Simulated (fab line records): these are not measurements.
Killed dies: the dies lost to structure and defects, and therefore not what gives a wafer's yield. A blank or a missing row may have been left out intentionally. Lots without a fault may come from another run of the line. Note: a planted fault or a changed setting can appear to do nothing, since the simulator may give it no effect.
fab line records	flow n5_finfet
record: lots: 7	wafers: 39
route steps=1938 shown BEOL_M7@1263 BEOL_M9@1401 BEOL_M10@1470 BEOL_M11@1575 BEOL_M14@1751
start_h: the number of hours between the record's first day and the start of the first shown wafer of the lot	wait_h: time in hours since the lot's previous step	" as in the row above	L1.1+2: several wafers, shown together as one row	- either no value or no given start	* or withheld: withheld	< > ~ a bound
route shown NAME@n: NAME is a module with steps in the file, n the number in the route of the first one	usual: mean/standard deviation of fault-free wafers	same: alike in all rows	chamber/n: place in a boat	sites: per-site readings	_std_site: the values' standard deviation	_edge_site: outer sites' mean less inner sites'	radius_mm: how far each site lies from the wafer's centre	mask NAME#n: copy n	behind: tool/chamber where the wafer was last shaped	hold: reason for holding the lot/hours on hold/outcome of the hold	device: transistor that didn't switch, given as n, p or np	end of line: at the end of the route, the tests of the same wafers	a step given without rows: its recipe and nothing more	killed: count of dies lost to structure and defects at first sort (not the wafer's yield)	map: per-die view of a wafer (x killed, . not killed, _ where there is no die)
set.NAME: the run value of the setting; set.NAME@STEP: its run value at that earlier step	model.NAME: the simulator's own value behind a step, which no gauge read
lots with deliberately changed settings; one table per step, one row per wafer
== steps ==
step: N5_BEOL_M7_ILD_DEP_00
recipe: material: SiCOH_lowk	target_thk_a: 1797.5	temp_c: 300	precursor: DEMS/porogen	pressure_torr: 5	rf_w: 500	time_s: 33.4
lot.wafer	tool	chamber	start_h	wait_h	set.target_thk_a	model.SiCOH_lowk_of_BEOL_M7_ILD_DEP_00.thk_nm
L078.1	pecvd-03	0	211.41	0.0	2389	236.6
L078.2	"	1	"	"	2389	236
L078.3	"	2	"	"	1797.5	179.4
L078.4	"	0	"	"	1797.5	182.2
L078.5	"	2	"	"	1797.5	181.2
L078.6	"	1	"	"	2389	238.2
L081.1	pecvd-03	0	229.14	0.0	2207	220.8
L081.2	"	2	"	"	2207	219.4
L081.3	"	1	"	"	1797.5	178.4
L081.4	"	2	"	"	1797.5	179.8
L081.5	"	0	"	"	2207	223.8
L081.6	"	1	"	"	1797.5	181.2
L082.1	pecvd-03	1	229.43	0.0	1797.5	175.8
L082.2+3	"	0,2	"	"	2819	278.4
L082.4	"	0	"	"	2819	281.2
L082.5	"	1	"	"	1797.5	177.4
L082.6	"	2	"	"	1797.5	176.8
L084.1	pecvd-04	1	240.51	0.0	1797.5	175.6
L084.2	"	0	"	"	1797.5	178.2
L084.3	"	2	"	"	927	91.6
L084.4	"	2	"	"	927	93.8
L084.5	"	0	"	"	1797.5	181.2
L084.6	"	1	"	"	927	92.2
L093.1	pecvd-04	0	337.50	0.0	1296	127.8
L093.2	"	2	"	"	1797.5	177.4
L093.3	"	1	"	"	1797.5	175.2
L093.4	"	0	"	"	1296	130.2
L093.5	"	2	"	"	1797.5	182.4
L093.6	"	1	"	"	1296	129.8
L096.1	pecvd-03	0	338.23	0.0	1797.5	174
L096.4	"	1	"	"	1797.5	177.8
L096.6	"	0	"	"	1797.5	179
L095.1	pecvd-02	2	367.52	0.0	1797.5	172.2
L095.2	"	0	"	"	888	84.2
L095.3	"	1	"	"	888	84.8
L095.4	"	0	"	"	1797.5	177
L095.5	"	1	"	"	1797.5	177.4
L095.6	"	2	"	"	888	86.6
step: N5_BEOL_M7_CURE_74
recipe: temp_c: 385	time_s: 240	ambient: He/Ar	material: SiCOH_lowk
lot.wafer	tool	chamber	start_h	wait_h	set.target_thk_a@BEOL_M7_ILD_DEP_00	model.SiCOH_lowk_of_BEOL_M7_ILD_DEP_00.thk_nm
L078.1	uv_cure-01	0	211.57	0.1	2389	204.8
L078.2	"	0	"	"	2389	204.2
L078.3	"	0	"	"	1797.5	154.6
L078.4	"	0	"	"	1797.5	157.2
L078.5	"	0	"	"	1797.5	156.4
L078.6	"	0	"	"	2389	206
L081.1	uv_cure-03	2	229.44	0.3	2207	190.8
L081.2	"	2	"	"	2207	189.6
L081.3	"	2	"	"	1797.5	153.8
L081.4	"	2	"	"	1797.5	155
L081.5	"	2	"	"	2207	193.4
L081.6	"	2	"	"	1797.5	156.4
L082.1	uv_cure-01	0	229.85	0.4	1797.5	151.6
L082.2+3	"	0	"	"	2819	241.4
L082.4	"	0	"	"	2819	244
L082.5	"	0	"	"	1797.5	153
L082.6	"	0	"	"	1797.5	152.4
L084.1	uv_cure-01	1	240.58	0.0	1797.5	151.4
L084.2	"	1	"	"	1797.5	153.6
L084.3	"	1	"	"	927	78.6
L084.4	"	1	"	"	927	80.6
L084.5	"	1	"	"	1797.5	156.2
L084.6	"	1	"	"	927	79
L093.1	uv_cure-01	2	337.56	0.0	1296	110
L093.2	"	2	"	"	1797.5	153
L093.3	"	2	"	"	1797.5	151
L093.4	"	2	"	"	1296	112
L093.5	"	2	"	"	1797.5	157.4
L093.6	"	2	"	"	1296	111.6
L096.1	uv_cure-03	1	338.41	0.2	1797.5	150
L096.4	"	1	"	"	1797.5	153.2
L096.6	"	1	"	"	1797.5	154.4
L095.1	uv_cure-01	1	367.60	0.1	1797.5	148.4
L095.2	"	1	"	"	888	72.2
L095.3	"	1	"	"	888	72.8
L095.4	"	1	"	"	1797.5	152.6
L095.5	"	1	"	"	1797.5	152.8
L095.6	"	1	"	"	888	74.2
step: N5_BEOL_M7_THK_MEAS_01
recipe: reads: SiCOH_lowk_of_BEOL_M7_ILD_DEP_00
usual: M7_ILD_THK: 154.3/2
lot.wafer	tool	chamber	start_h	wait_h	set.target_thk_a@BEOL_M7_ILD_DEP_00	M7_ILD_THK[nm]
L078.1	film_metro-01	-	212.08	0.4	2389	204.8
L078.2	"	-	"	"	2389	204.2
L078.3	"	-	"	"	1797.5	154.6
L078.4	"	-	"	"	1797.5	157.3
L078.5	"	-	"	"	1797.5	156.3
L078.6	"	-	"	"	2389	205.9
L081.1	film_metro-01	-	230.43	0.8	2207	190.8
L081.2	"	-	"	"	2207	189.6
L081.3	"	-	"	"	1797.5	153.8
L081.4	"	-	"	"	1797.5	155.1
L081.5	"	-	"	"	2207	193.3
L081.6	"	-	"	"	1797.5	156.4
L082.1	film_metro-01	-	230.85	0.8	1797.5	151.5
L082.2	"	-	"	"	2819	241.5
L082.3	"	-	"	"	2819	241.4
L082.4	"	-	"	"	2819	244.0
L082.5	"	-	"	"	1797.5	153.0
L082.6	"	-	"	"	1797.5	152.4
L084.1	film_metro-02	-	241.09	0.4	1797.5	151.6
L084.2	"	-	"	"	1797.5	153.5
L084.3	"	-	"	"	927	78.5
L084.4	"	-	"	"	927	80.6
L084.5	"	-	"	"	1797.5	156.3
L084.6	"	-	"	"	927	79.0
L093.1	film_metro-01	-	338.08	0.4	1296	109.9
L093.2	"	-	"	"	1797.5	153.0
L093.3	"	-	"	"	1797.5	151.0
L093.4	"	-	"	"	1296	112.0
L093.5	"	-	"	"	1797.5	157.5
L093.6	"	-	"	"	1296	111.6
L096.1	film_metro-01	-	338.93	0.4	1797.5	150.2
L096.4	"	-	"	"	1797.5	153.5
L096.6	"	-	"	"	1797.5	154.4
L095.1	film_metro-02	-	368.11	0.4	1797.5	148.6
L095.2	"	-	"	"	888	72.2
L095.3	"	-	"	"	888	72.7
L095.4	"	-	"	"	1797.5	152.8
L095.5	"	-	"	"	1797.5	152.8
L095.6	"	-	"	"	888	74.3
step: N5_BEOL_M9_ILD_DEP_00
recipe: material: SiCOH_lowk	target_thk_a: 3085.1	temp_c: 300	precursor: DEMS/porogen	pressure_torr: 5	rf_w: 500	time_s: 58
lot.wafer	tool	chamber	start_h	wait_h	set.target_thk_a	model.SiCOH_lowk_of_BEOL_M9_ILD_DEP_00.thk_nm
L078.1	pecvd-01	0	228.40	0.0	3085.1	313
L078.2	"	2	"	"	3085.1	310
L078.3	"	1	"	"	3085.1	306.6
L078.4	"	1	"	"	3085.1	314.4
L078.5	"	0	"	"	3085.1	319.8
L078.6	"	2	"	"	3085.1	314.6
L082.1	pecvd-03	2	244.39	0.0	4024	402.8
L082.2	"	0	"	"	3085.1	306.4
L082.3	"	1	"	"	3085.1	311.6
L082.4	"	1	"	"	4024	404.6
L082.5	"	2	"	"	4024	406.6
L082.6	"	0	"	"	3085.1	313.4
L081.1	pecvd-03	1	245.44	0.0	3085.1	308.8
L081.2	"	2	"	"	3085.1	306.8
L081.3	"	0	"	"	3085.1	305.4
L081.4	"	2	"	"	3085.1	312
L081.5	"	0	"	"	3085.1	307.8
L081.6	"	1	"	"	3085.1	312.4
L084.1	pecvd-02	2	260.53	0.0	3085.1	303.6
L084.2	"	1	"	"	1333	129
L084.3	"	0	"	"	1333	132.6
L084.4	"	2	"	"	3085.1	310.6
L084.5	"	0	"	"	1333	131.6
L084.6	"	1	"	"	3085.1	309.8
L093.1	pecvd-01	2	352.30	0.0	3085.1	310.6
L093.2+6	"	0	"	"	1632	167.8
L093.3	"	1	"	"	1632	159.6
L093.4	"	2	"	"	3085.1	311.2
L093.5	"	1	"	"	3085.1	310.4
L096.1	pecvd-02	1	357.53	0.0	3085.1	307.8
L096.4	"	1	"	"	3085.1	310.6
L096.6	"	0	"	"	3085.1	310
L095.1	pecvd-03	0	394.34	0.0	4707	464.2
L095.2	"	2	"	"	3085.1	305.6
L095.3	"	1	"	"	3085.1	308
L095.4	"	2	"	"	3085.1	309.6
L095.5	"	1	"	"	4707	478.4
L095.6	"	0	"	"	4707	471.8
step: N5_BEOL_M9_CURE_71
recipe: temp_c: 385	time_s: 240	ambient: He/Ar	material: SiCOH_lowk
lot.wafer	tool	chamber	start_h	wait_h	set.target_thk_a@BEOL_M9_ILD_DEP_00	model.SiCOH_lowk_of_BEOL_M9_ILD_DEP_00.thk_nm
L078.1	uv_cure-03	2	228.48	0.0	3085.1	271.8
L078.2	"	2	"	"	3085.1	269.4
L078.3	"	2	"	"	3085.1	266.2
L078.4	"	2	"	"	3085.1	273.2
L078.5	"	2	"	"	3085.1	278
L078.6	"	2	"	"	3085.1	273.4
L082.1	uv_cure-02	0	244.47	0.0	4024	351.8
L082.2	"	0	"	"	3085.1	266.2
L082.3	"	0	"	"	3085.1	270.8
L082.4	"	0	"	"	4024	353.4
L082.5	"	0	"	"	4024	355.2
L082.6	"	0	"	"	3085.1	272.2
L081.1	uv_cure-01	1	245.51	0.0	3085.1	268.2
L081.2	"	1	"	"	3085.1	266.4
L081.3	"	1	"	"	3085.1	265.2
L081.4	"	1	"	"	3085.1	271.2
L081.5	"	1	"	"	3085.1	267.4
L081.6	"	1	"	"	3085.1	271.4
L084.1	uv_cure-03	1	260.61	0.0	3085.1	263.6
L084.2	"	1	"	"	1333	111
L084.3	"	1	"	"	1333	114
L084.4	"	1	"	"	3085.1	270
L084.5	"	1	"	"	1333	113.2
L084.6	"	1	"	"	3085.1	269.2
L093.1+5	uv_cure-01	1	352.38	0.0	3085.1	269.8
L093.2+6	"	1	"	"	1632	144.6
L093.3	"	1	"	"	1632	137.6
L093.4	"	1	"	"	3085.1	270.4
L096.1	uv_cure-03	2	357.61	0.0	3085.1	267.4
L096.4	"	2	"	"	3085.1	270
L096.6	"	2	"	"	3085.1	269.2
L095.1	uv_cure-03	2	394.42	0.0	4707	406.8
L095.2	"	2	"	"	3085.1	265.4
L095.3	"	2	"	"	3085.1	267.4
L095.4	"	2	"	"	3085.1	269
L095.5	"	2	"	"	4707	419.6
L095.6	"	2	"	"	4707	413.4
step: N5_BEOL_M9_THK_MEAS_01
recipe: reads: SiCOH_lowk_of_BEOL_M9_ILD_DEP_00
usual: M9_ILD_THK: 269/3.4
lot.wafer	tool	chamber	start_h	wait_h	set.target_thk_a@BEOL_M9_ILD_DEP_00	M9_ILD_THK[nm]
L078.1	film_metro-02	-	229.47	0.8	3085.1	271
L078.2	"	-	"	"	3085.1	269
L078.3	"	-	"	"	3085.1	266
L078.4	"	-	"	"	3085.1	273
L078.5	"	-	"	"	3085.1	278
L078.6	"	-	"	"	3085.1	274
L082.1	film_metro-01	-	244.98	0.4	4024	352
L082.2	"	-	"	"	3085.1	266
L082.3	"	-	"	"	3085.1	271
L082.4	"	-	"	"	4024	354
L082.5	"	-	"	"	4024	355
L082.6	"	-	"	"	3085.1	272
L081.1	film_metro-01	-	246.03	0.4	3085.1	268
L081.2	"	-	"	"	3085.1	267
L081.3	"	-	"	"	3085.1	265
L081.4	"	-	"	"	3085.1	271
L081.5	"	-	"	"	3085.1	267
L081.6	"	-	"	"	3085.1	271
L084.1	film_metro-02	-	261.60	0.8	3085.1	263
L084.2	"	-	"	"	1333	111
L084.3	"	-	"	"	1333	114
L084.4	"	-	"	"	3085.1	270
L084.5	"	-	"	"	1333	113
L084.6	"	-	"	"	3085.1	269
L093.1	film_metro-01	-	352.89	0.4	3085.1	270
L093.2	"	-	"	"	1632	145
L093.3	"	-	"	"	1632	137
L093.4	"	-	"	"	3085.1	270
L093.5	"	-	"	"	3085.1	269
L093.6	"	-	"	"	1632	144
L096.1	film_metro-02	-	358.13	0.4	3085.1	267
L096.4	"	-	"	"	3085.1	270
L096.6	"	-	"	"	3085.1	269
L095.1	film_metro-02	-	394.93	0.4	4707	407
L095.2	"	-	"	"	3085.1	266
L095.3	"	-	"	"	3085.1	267
L095.4	"	-	"	"	3085.1	269
L095.5	"	-	"	"	4707	420
L095.6	"	-	"	"	4707	414
step: N5_BEOL_M10_ILD_DEP_00
recipe: material: SiCOH_lowk	target_thk_a: 3085.1	temp_c: 300	precursor: DEMS/porogen	pressure_torr: 5	rf_w: 500	time_s: 58
lot.wafer	tool	chamber	start_h	wait_h	set.target_thk_a	model.SiCOH_lowk_of_BEOL_M10_ILD_DEP_00.thk_nm
L078.1	pecvd-03	1	236.95	0.0	3085.1	305.6
L078.2	"	2	"	"	3085.1	301.2
L078.3	"	0	"	"	3085.1	303.4
L078.4	"	1	"	"	3085.1	307.8
L078.5	"	2	"	"	3085.1	308.8
L078.6	"	0	"	"	3085.1	306.6
L081.1	pecvd-04	1	252.08	0.0	3085.1	307.8
L081.2	"	0	"	"	3085.1	303.2
L081.3	"	2	"	"	3085.1	306
L081.4	"	1	"	"	1274	131.4
L081.5	"	2	"	"	1274	129
L081.6	"	0	"	"	1274	131.2
L082.1	pecvd-04	0	252.35	0.0	3085.1	301.6
L082.2	"	2	"	"	3778	371.2
L082.3	"	1	"	"	3085.1	308
L082.4	"	1	"	"	3778	378.6
L082.5	"	2	"	"	3085.1	309
L082.6	"	0	"	"	3778	383.8
L084.1	pecvd-01	1	270.39	0.0	3085.1	306.2
L084.2	"	0	"	"	3085.1	307
L084.3	"	2	"	"	3085.1	303
L084.4	"	0	"	"	3085.1	310.4
L084.5	"	1	"	"	3085.1	308.8
L084.6	"	2	"	"	3085.1	309.6
L093.1	pecvd-04	0	362.63	0.0	4379	432.8
L093.2	"	2	"	"	4379	433.4
L093.3	"	1	"	"	3085.1	309.2
L093.4	"	2	"	"	3085.1	312.8
L093.5	"	0	"	"	3085.1	311.4
L093.6	"	1	"	"	4379	443.6
L096.1	pecvd-01	0	368.20	0.0	3085.1	304.8
L096.4	"	0	"	"	3085.1	306.6
L096.6	"	2	"	"	3085.1	304.6
L095.1	pecvd-01	1	405.88	0.0	3085.1	308.8
L095.2	"	2	"	"	3085.1	301.6
L095.3+5	"	0,2	"	"	3085.1	308.2
L095.4	"	1	"	"	3085.1	306.2
L095.6	"	0	"	"	3085.1	313.6
step: N5_BEOL_M10_CURE_71
recipe: temp_c: 385	time_s: 240	ambient: He/Ar	material: SiCOH_lowk
lot.wafer	tool	chamber	start_h	wait_h	set.target_thk_a@BEOL_M10_ILD_DEP_00	model.SiCOH_lowk_of_BEOL_M10_ILD_DEP_00.thk_nm
L078.1	uv_cure-03	0	237.03	0.0	3085.1	265.4
L078.2	"	0	"	"	3085.1	261.4
L078.3	"	0	"	"	3085.1	263.6
L078.4	"	0	"	"	3085.1	267.4
L078.5	"	0	"	"	3085.1	268.2
L078.6	"	0	"	"	3085.1	266.4
L081.1	uv_cure-03	1	252.16	0.0	3085.1	267.4
L081.2	"	1	"	"	3085.1	263.4
L081.3	"	1	"	"	3085.1	265.8
L081.4	"	1	"	"	1274	113
L081.5	"	1	"	"	1274	111
L081.6	"	1	"	"	1274	112.8
L082.1	uv_cure-01	2	252.43	0.0	3085.1	261.8
L082.2	"	2	"	"	3778	323.6
L082.3	"	2	"	"	3085.1	267.6
L082.4	"	2	"	"	3778	330.2
L082.5	"	2	"	"	3085.1	268.4
L082.6	"	2	"	"	3778	334.8
L084.1	uv_cure-03	2	270.47	0.0	3085.1	265.8
L084.2	"	2	"	"	3085.1	266.6
L084.3	"	2	"	"	3085.1	263.2
L084.4	"	2	"	"	3085.1	269.8
L084.5	"	2	"	"	3085.1	268.2
L084.6	"	2	"	"	3085.1	269
L093.1	uv_cure-03	2	362.71	0.0	4379	378.6
L093.2	"	2	"	"	4379	379
L093.3	"	2	"	"	3085.1	268.6
L093.4	"	2	"	"	3085.1	271.8
L093.5	"	2	"	"	3085.1	270.6
L093.6	"	2	"	"	4379	388.2
L096.1+6	uv_cure-01	0	368.28	0.0	3085.1	264.6
L096.4	"	0	"	"	3085.1	266.4
L095.1	uv_cure-01	2	405.96	0.0	3085.1	268.2
L095.2	"	2	"	"	3085.1	261.8
L095.3+5	"	2	"	"	3085.1	267.8
L095.4	"	2	"	"	3085.1	266
L095.6	"	2	"	"	3085.1	272.6
step: N5_BEOL_M10_THK_MEAS_01
recipe: reads: SiCOH_lowk_of_BEOL_M10_ILD_DEP_00
usual: M10_ILD_THK: 268/3.4
lot.wafer	tool	chamber	start_h	wait_h	set.target_thk_a@BEOL_M10_ILD_DEP_00	M10_ILD_THK[nm]
L078.1	film_metro-01	-	237.54	0.4	3085.1	266
L078.2	"	-	"	"	3085.1	261
L078.3	"	-	"	"	3085.1	263
L078.4	"	-	"	"	3085.1	267
L078.5	"	-	"	"	3085.1	268
L078.6	"	-	"	"	3085.1	266
L081.1	film_metro-02	-	252.67	0.4	3085.1	267
L081.2	"	-	"	"	3085.1	263
L081.3	"	-	"	"	3085.1	265
L081.4	"	-	"	"	1274	113
L081.5	"	-	"	"	1274	111
L081.6	"	-	"	"	1274	113
L082.1	film_metro-01	-	252.95	0.4	3085.1	262
L082.2	"	-	"	"	3778	324
L082.3	"	-	"	"	3085.1	267
L082.4	"	-	"	"	3778	330
L082.5	"	-	"	"	3085.1	268
L082.6	"	-	"	"	3778	335
L084.1	film_metro-02	-	270.98	0.4	3085.1	266
L084.2	"	-	"	"	3085.1	267
L084.3	"	-	"	"	3085.1	263
L084.4	"	-	"	"	3085.1	270
L084.5	"	-	"	"	3085.1	268
L084.6	"	-	"	"	3085.1	269
L093.1	film_metro-01	-	363.23	0.4	4379	379
L093.2	"	-	"	"	4379	379
L093.3	"	-	"	"	3085.1	268
L093.4	"	-	"	"	3085.1	272
L093.5	"	-	"	"	3085.1	271
L093.6	"	-	"	"	4379	388
L096.1	film_metro-01	-	368.79	0.4	3085.1	265
L096.4	"	-	"	"	3085.1	266
L096.6	"	-	"	"	3085.1	265
L095.1	film_metro-02	-	406.47	0.4	3085.1	268
L095.2	"	-	"	"	3085.1	262
L095.3	"	-	"	"	3085.1	268
L095.4	"	-	"	"	3085.1	266
L095.5	"	-	"	"	3085.1	268
L095.6	"	-	"	"	3085.1	273
step: N5_BEOL_M11_VIA_ETCH_34
recipe: chemistry: C4F6/O2	target: SiCOH_lowk	target_depth_a: 1845	mask_material: SOC	taper_deg: 4	time_s: 69.2	ion_energy_ev: 250	pressure_mtorr: 30	source_w: 345	bias_w: 185	Ar_flow_sccm: 300	C4F6_flow_sccm: 10	O2_flow_sccm: 10
lot.wafer	tool	chamber	start_h	wait_h	set.time_s	model.etch.depth_nm	model.SOC_of_BEOL_M11_COAT_63.thk_nm
L078.1	rie_diel-06	2	250.34	0.0	103.9	274.9	88
L078.2	"	3	"	"	69.2	188	92.2
L078.3	"	1	"	"	103.9	278.6	88.2
L078.4	"	1	"	"	69.2	186.4	92.2
L078.5	"	3	"	"	69.2	189.8	91.6
L078.6	"	2	"	"	103.9	272.6	87.8
L081.1	rie_diel-06	3	264.24	0.0	83.41	228.6	90.4
L081.2	"	2	"	"	69.2	180.1	92.6
L081.3	"	0	"	"	69.2	182.1	92.4
L081.4	"	1	"	"	83.41	225.3	90.8
L081.5	"	2	"	"	69.2	182.3	92.2
L081.6	"	3	"	"	83.41	227.6	90.8
L082.1	rie_diel-02	3	266.19	0.0	37.26	96.86	95.8
L082.2	"	1	"	"	37.26	98.83	95.4
L082.3	"	0	"	"	37.26	96.27	95.6
L082.4	"	2	"	"	69.2	187.4	91.4
L082.5	"	3	"	"	69.2	181.3	91.6
L082.6	"	0	"	"	69.2	178	92
L084.1	rie_diel-02	1	282.37	0.0	69.2	184.5	92.6
L084.2	"	2	"	"	69.2	188.3	91.8
L084.3	"	0	"	"	69.2	176.7	92.8
L084.4	"	3	"	"	69.2	182.4	92.4
L084.5	"	1	"	"	69.2	185	92.4
L084.6	"	0	"	"	69.2	178.6	92.4
L093.1	rie_diel-04	1	378.44	0.0	69.2	183.4	92.2
L093.2	"	3	"	"	69.2	183.1	92
L093.3	"	2	"	"	69.2	186.9	91.8
L093.4	"	0	"	"	69.2	185.9	92.2
L093.5	"	3	"	"	69.2	182.5	92.2
L093.6	"	2	"	"	69.2	187.2	91.6
L096.1	rie_diel-04	0	388.44	0.0	69.2	185.1	92
L096.4	"	3	"	"	69.2	183.2	92
L096.6	"	1	"	"	69.2	181.9	92.2
L095.1	rie_diel-02	3	420.42	0.0	81.79	215.1	90.8
L095.2	"	1	"	"	69.2	185.1	92
L095.3	"	2	"	"	69.2	185.8	91.8
L095.4	"	0	"	"	81.79	219.1	90.2
L095.5	"	1	"	"	69.2	184.2	91.8
L095.6	"	0	"	"	81.79	217.1	90.4
step: N5_BEOL_M14_ETCH_68
recipe: chemistry: N2/H2	target: SOC	mask_material: SiARC	source_w: 3000	bias_w: 350	temp_c: 40	time_s: 450	ion_energy_ev: 200	pressure_mtorr: 30	n2_flow_sccm: 200	h2_flow_sccm: 200
lot.wafer	tool	chamber	start_h	wait_h	set.time_s	model.SiARC_of_BEOL_M14_COAT_66.thk_nm
L078.1+4+5	rie_diel-03	1,3,2	265.51	0.1	238.8	86.2
L078.2	"	2	"	"	450	64.6
L078.3	"	3	"	"	450	65.6
L078.6	"	1	"	"	450	65.4
L081.1	rie_diel-01	1	277.19	0.1	450	64.8
L081.2	"	0	"	"	450	65.2
L081.3	"	3	"	"	450	64.2
L081.4	"	2	"	"	450	64.4
L081.5+6	"	3,2	"	"	450	64.6
L082.1	rie_diel-03	3	283.07	0.1	450	66.2
L082.2+3	"	1,0	"	"	450	65.6
L082.4+6	"	2	"	"	450	64.8
L082.5	"	1	"	"	450	65.2
L084.1	rie_diel-03	2	298.05	0.1	215.1	88.6
L084.2+4	"	3,1	"	"	450	66
L084.3	"	0	"	"	215.1	89.2
L084.5	"	2	"	"	450	64.8
L084.6	"	1	"	"	215.1	89.4
L093.1	rie_diel-01	3	395.97	0.1	450	65.6
L093.2	"	0	"	"	450	65.8
L093.3	"	1	"	"	450	65
L093.4+6	"	2,3	"	"	450	65.2
L093.5	"	0	"	"	450	66
L096.1+4	rie_diel-05	0,3	410.24	0.1	450	64.4
L096.6	"	0	"	"	450	64.6
L095.1+4	rie_diel-01	0,1	439.65	0.1	450	65.6
L095.2	"	3	"	"	341.2	76.4
L095.3	"	2	"	"	450	65
L095.5	"	3	"	"	341.2	76.8
L095.6	"	0	"	"	341.2	76.2
== key ==
split: step: N5_BEOL_M7_ILD_DEP_00	setting: target_thk_a	stated: 1797.5	by: wafer
response: step: N5_BEOL_M7_ILD_DEP_00	reading: model.SiCOH_lowk_of_BEOL_M7_ILD_DEP_00.thk_nm	change: +1.78	per: 1%	r: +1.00
response: step: N5_BEOL_M7_CURE_74	reading: model.SiCOH_lowk_of_BEOL_M7_ILD_DEP_00.thk_nm	change: +1.55	per: 1%	r: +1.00
response: step: N5_BEOL_M7_THK_MEAS_01	reading: M7_ILD_THK	change: +1.55	per: 1%	r: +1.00
split: step: N5_BEOL_M9_ILD_DEP_00	setting: target_thk_a	stated: 3085.1	by: wafer
response: step: N5_BEOL_M9_ILD_DEP_00	reading: model.SiCOH_lowk_of_BEOL_M9_ILD_DEP_00.thk_nm	change: +3.11	per: 1%	r: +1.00
response: step: N5_BEOL_M9_CURE_71	reading: model.SiCOH_lowk_of_BEOL_M9_ILD_DEP_00.thk_nm	change: +2.74	per: 1%	r: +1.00
response: step: N5_BEOL_M9_THK_MEAS_01	reading: M9_ILD_THK	change: +2.74	per: 1%	r: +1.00
split: step: N5_BEOL_M10_ILD_DEP_00	setting: target_thk_a	stated: 3085.1	by: wafer
response: step: N5_BEOL_M10_ILD_DEP_00	reading: model.SiCOH_lowk_of_BEOL_M10_ILD_DEP_00.thk_nm	change: +3	per: 1%	r: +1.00
response: step: N5_BEOL_M10_CURE_71	reading: model.SiCOH_lowk_of_BEOL_M10_ILD_DEP_00.thk_nm	change: +2.65	per: 1%	r: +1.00
response: step: N5_BEOL_M10_THK_MEAS_01	reading: M10_ILD_THK	change: +2.65	per: 1%	r: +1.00
split: step: N5_BEOL_M11_VIA_ETCH_34	setting: time_s	stated: 69.2	by: wafer
response: step: N5_BEOL_M11_VIA_ETCH_34	reading: model.etch.depth_nm	change: +1.82	per: 1%	r: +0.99
response: step: N5_BEOL_M11_VIA_ETCH_34	reading: model.SOC_of_BEOL_M11_COAT_63.thk_nm	change: -0.0821	per: 1%	r: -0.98
split: step: N5_BEOL_M14_ETCH_68	setting: time_s	stated: 450	by: wafer
response: step: N5_BEOL_M14_ETCH_68	reading: model.SiARC_of_BEOL_M14_COAT_66.thk_nm	change: -0.45	per: 1%	r: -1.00
